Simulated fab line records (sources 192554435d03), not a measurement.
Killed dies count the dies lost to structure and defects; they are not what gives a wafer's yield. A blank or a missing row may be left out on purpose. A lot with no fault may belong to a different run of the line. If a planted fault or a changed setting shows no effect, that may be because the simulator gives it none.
Chamber matching	flow n5-finfet	N5_BEOL_M12_TRENCH_ETCH_34 on rie-diel-04 has 3 sister chambers
The step etches SiOC in C4F8/O2/Ar, target depth 318.95 nm, time 125.5 s. 3 wafers are shown with their chamber, then 7 later ones without.

## EACH WAFER AND ITS CHAMBER
wafer	chamber	throttle-valve-pct (%)
L082.5	1	24.13
L087.5	3	23.97
L088.1	0	24.42

## WAFERS MISSING THEIR CHAMBER
wafer	throttle-valve-pct (%)
L088.3	23.84
L088.4	23.83
L089.1	23.99
L089.3	23.84
L089.6	23.84
L090.3	23.85
L090.5	23.86

## WHICH CHAMBER EACH ONE RAN IN
wafer	from the rows above	in truth
L088.3	can't be placed: 3 or 1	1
L088.4	can't be placed: 3 or 1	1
L089.1	can't be placed: 3 or 1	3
L089.3	can't be placed: 3 or 1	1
L089.6	can't be placed: 3 or 1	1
L090.3	can't be placed: 3 or 1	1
L090.5	can't be placed: 3 or 1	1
Correctly placed: 0 of 7. From these rows, 7 cannot be placed; in 7 the true chamber is one of the candidates. Placed wrongly: 0.
How it was worked out, from the rows above alone: a wafer's distance from a chamber is the root of the sum, over the readings, of the square of ((its reading less the chamber's mean) divided by the reading's scatter). The wafer belongs to the nearest chamber; if the next one is less than 2 further off, it can't be placed. For every chamber, the mean is computed from those of its wafers that are shown. The scatter: root of mean squared gap, hidden wafer to nearest shown wafer, with one shown wafer a chamber.
